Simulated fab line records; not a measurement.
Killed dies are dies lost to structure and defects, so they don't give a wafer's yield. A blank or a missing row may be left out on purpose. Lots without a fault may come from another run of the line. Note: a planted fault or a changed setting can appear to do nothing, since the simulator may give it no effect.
Chamber matching :: flow n5_finfet :: N5_BEOL_M12_ETCH_68 on rie_diel-04 has 4 sister chambers
The step etches SOC in N2/H2, time 285 s. 30 wafers are shown with their chamber, then 12 later ones without.

WAFERS, EACH WITH ITS CHAMBER
wafer: L074.4
chamber: 3
drypump_motor_current_A (A): 5.8
showerhead_plenum_p_Torr (Torr): 2.53
rf_vpp_V (V): 524.2

wafer: L074.5
chamber: 2
drypump_motor_current_A (A): 5.8
showerhead_plenum_p_Torr (Torr): 2.46
rf_vpp_V (V): 521.0

wafer: L074.6
chamber: 1
drypump_motor_current_A (A): 6.4
showerhead_plenum_p_Torr (Torr): 2.60
rf_vpp_V (V): 524.9

wafer: L075.2
chamber: 3
drypump_motor_current_A (A): 5.8
showerhead_plenum_p_Torr (Torr): 2.53
rf_vpp_V (V): 523.1

wafer: L075.4
chamber: 0
drypump_motor_current_A (A): 5.7
showerhead_plenum_p_Torr (Torr): 2.70
rf_vpp_V (V): 527.9

wafer: L075.6
chamber: 1
drypump_motor_current_A (A): 6.4
showerhead_plenum_p_Torr (Torr): 2.60
rf_vpp_V (V): 526.1

wafer: L076.1
chamber: 0
drypump_motor_current_A (A): 5.7
showerhead_plenum_p_Torr (Torr): 2.70
rf_vpp_V (V): 527.9

wafer: L076.2
chamber: 2
drypump_motor_current_A (A): 5.8
showerhead_plenum_p_Torr (Torr): 2.46
rf_vpp_V (V): 522.4

wafer: L076.5
chamber: 2
drypump_motor_current_A (A): 5.8
showerhead_plenum_p_Torr (Torr): 2.46
rf_vpp_V (V): 519.5

wafer: L079.1
chamber: 0
drypump_motor_current_A (A): 5.7
showerhead_plenum_p_Torr (Torr): 2.70
rf_vpp_V (V): 528.4

wafer: L079.2
chamber: 3
drypump_motor_current_A (A): 5.8
showerhead_plenum_p_Torr (Torr): 2.53
rf_vpp_V (V): 523.0

wafer: L079.6
chamber: 2
drypump_motor_current_A (A): 5.8
showerhead_plenum_p_Torr (Torr): 2.46
rf_vpp_V (V): 521.1

wafer: L078.2
chamber: 3
drypump_motor_current_A (A): 5.8
showerhead_plenum_p_Torr (Torr): 2.53
rf_vpp_V (V): 523.9

wafer: L078.4
chamber: 1
drypump_motor_current_A (A): 6.4
showerhead_plenum_p_Torr (Torr): 2.60
rf_vpp_V (V): 526.5

wafer: L078.5
chamber: 1
drypump_motor_current_A (A): 6.4
showerhead_plenum_p_Torr (Torr): 2.60
rf_vpp_V (V): 526.7

wafer: L081.3
chamber: 1
drypump_motor_current_A (A): 6.4
showerhead_plenum_p_Torr (Torr): 2.60
rf_vpp_V (V): 525.4

wafer: L081.4
chamber: 0
drypump_motor_current_A (A): 5.7
showerhead_plenum_p_Torr (Torr): 2.70
rf_vpp_V (V): 527.5

wafer: L081.5
chamber: 0
drypump_motor_current_A (A): 5.7
showerhead_plenum_p_Torr (Torr): 2.70
rf_vpp_V (V): 528.2

wafer: L083.1
chamber: 1
drypump_motor_current_A (A): 6.4
showerhead_plenum_p_Torr (Torr): 2.59
rf_vpp_V (V): 524.6

wafer: L083.5
chamber: 2
drypump_motor_current_A (A): 5.8
showerhead_plenum_p_Torr (Torr): 2.45
rf_vpp_V (V): 520.1

wafer: L083.6
chamber: 3
drypump_motor_current_A (A): 5.8
showerhead_plenum_p_Torr (Torr): 2.52
rf_vpp_V (V): 523.7

wafer: L085.1
chamber: 0
drypump_motor_current_A (A): 5.7
showerhead_plenum_p_Torr (Torr): 2.69
rf_vpp_V (V): 527.3

wafer: L085.2
chamber: 3
drypump_motor_current_A (A): 5.8
showerhead_plenum_p_Torr (Torr): 2.52
rf_vpp_V (V): 523.8

wafer: L085.6
chamber: 0
drypump_motor_current_A (A): 5.7
showerhead_plenum_p_Torr (Torr): 2.69
rf_vpp_V (V): 528.1

wafer: L089.1
chamber: 3
drypump_motor_current_A (A): 5.8
showerhead_plenum_p_Torr (Torr): 2.52
rf_vpp_V (V): 523.8

wafer: L089.3
chamber: 2
drypump_motor_current_A (A): 5.8
showerhead_plenum_p_Torr (Torr): 2.44
rf_vpp_V (V): 521.5

wafer: L089.4
chamber: 1
drypump_motor_current_A (A): 6.4
showerhead_plenum_p_Torr (Torr): 2.59
rf_vpp_V (V): 525.9

wafer: L092.2
chamber: 2
drypump_motor_current_A (A): 5.7
showerhead_plenum_p_Torr (Torr): 2.44
rf_vpp_V (V): 522.2

wafer: L092.5
chamber: 2
drypump_motor_current_A (A): 5.8
showerhead_plenum_p_Torr (Torr): 2.44
rf_vpp_V (V): 522.9

wafer: L092.6
chamber: 0
drypump_motor_current_A (A): 5.7
showerhead_plenum_p_Torr (Torr): 2.69
rf_vpp_V (V): 527.9

SIGNATURES (averages over the wafers above)
reading: drypump_motor_current_A
chamber 0: 5.700
chamber 1: 6.400
chamber 2: 5.787
chamber 3: 5.800
scatter within a chamber: 0.0183

reading: showerhead_plenum_p_Torr
chamber 0: 2.6963
chamber 1: 2.5971
chamber 2: 2.4512
chamber 3: 2.5257
scatter within a chamber: 0.00676

reading: rf_vpp_V
chamber 0: 527.900
chamber 1: 525.729
chamber 2: 521.337
chamber 3: 523.643
scatter within a chamber: 0.765
Rule: for each reading, subtract the chamber's mean from the wafer's reading, divide by that reading's scatter and square the result; add these up over the readings and take the root, which gives the wafer's distance from the chamber. The wafer belongs to the nearest chamber; if the next one is less than 2 further off, it can't be placed. How the scatter is found: for the shown wafers, subtract from each reading the mean of its chamber, square and add these, divide the total by (wafers less chambers), then take the root.

WAFERS MISSING THEIR CHAMBER
wafer: L093.1
drypump_motor_current_A (A): 5.8
showerhead_plenum_p_Torr (Torr): 2.52
rf_vpp_V (V): 523.7

wafer: L093.4
drypump_motor_current_A (A): 6.4
showerhead_plenum_p_Torr (Torr): 2.59
rf_vpp_V (V): 525.4

wafer: L093.5
drypump_motor_current_A (A): 5.8
showerhead_plenum_p_Torr (Torr): 2.52
rf_vpp_V (V): 523.2

wafer: L095.2
drypump_motor_current_A (A): 6.4
showerhead_plenum_p_Torr (Torr): 2.59
rf_vpp_V (V): 525.9

wafer: L095.3
drypump_motor_current_A (A): 5.8
showerhead_plenum_p_Torr (Torr): 2.52
rf_vpp_V (V): 523.7

wafer: L095.5
drypump_motor_current_A (A): 5.8
showerhead_plenum_p_Torr (Torr): 2.44
rf_vpp_V (V): 521.0

wafer: L094.1
drypump_motor_current_A (A): 5.7
showerhead_plenum_p_Torr (Torr): 2.69
rf_vpp_V (V): 528.6

wafer: L094.5
drypump_motor_current_A (A): 5.8
showerhead_plenum_p_Torr (Torr): 2.52
rf_vpp_V (V): 522.6

wafer: L094.6
drypump_motor_current_A (A): 5.7
showerhead_plenum_p_Torr (Torr): 2.69
rf_vpp_V (V): 527.0

wafer: L097.1
drypump_motor_current_A (A): 5.7
showerhead_plenum_p_Torr (Torr): 2.68
rf_vpp_V (V): 526.9

wafer: L097.2
drypump_motor_current_A (A): 6.4
showerhead_plenum_p_Torr (Torr): 2.58
rf_vpp_V (V): 525.1

wafer: L097.3
drypump_motor_current_A (A): 5.8
showerhead_plenum_p_Torr (Torr): 2.43
rf_vpp_V (V): 520.3

CHAMBER TAKEN BY EACH
wafer: L093.1
from the rows above: 3
in truth: 3

wafer: L093.4
from the rows above: 1
in truth: 1

wafer: L093.5
from the rows above: 3
in truth: 3

wafer: L095.2
from the rows above: 1
in truth: 1

wafer: L095.3
from the rows above: 3
in truth: 3

wafer: L095.5
from the rows above: 2
in truth: 2

wafer: L094.1
from the rows above: 0
in truth: 0

wafer: L094.5
from the rows above: 3
in truth: 3

wafer: L094.6
from the rows above: 0
in truth: 0

wafer: L097.1
from the rows above: 0
in truth: 0

wafer: L097.2
from the rows above: 1
in truth: 1

wafer: L097.3
from the rows above: 2
in truth: 2
Placed correctly: 12 of 12. Left unplaced by these rows: 0. 0 placed wrongly.
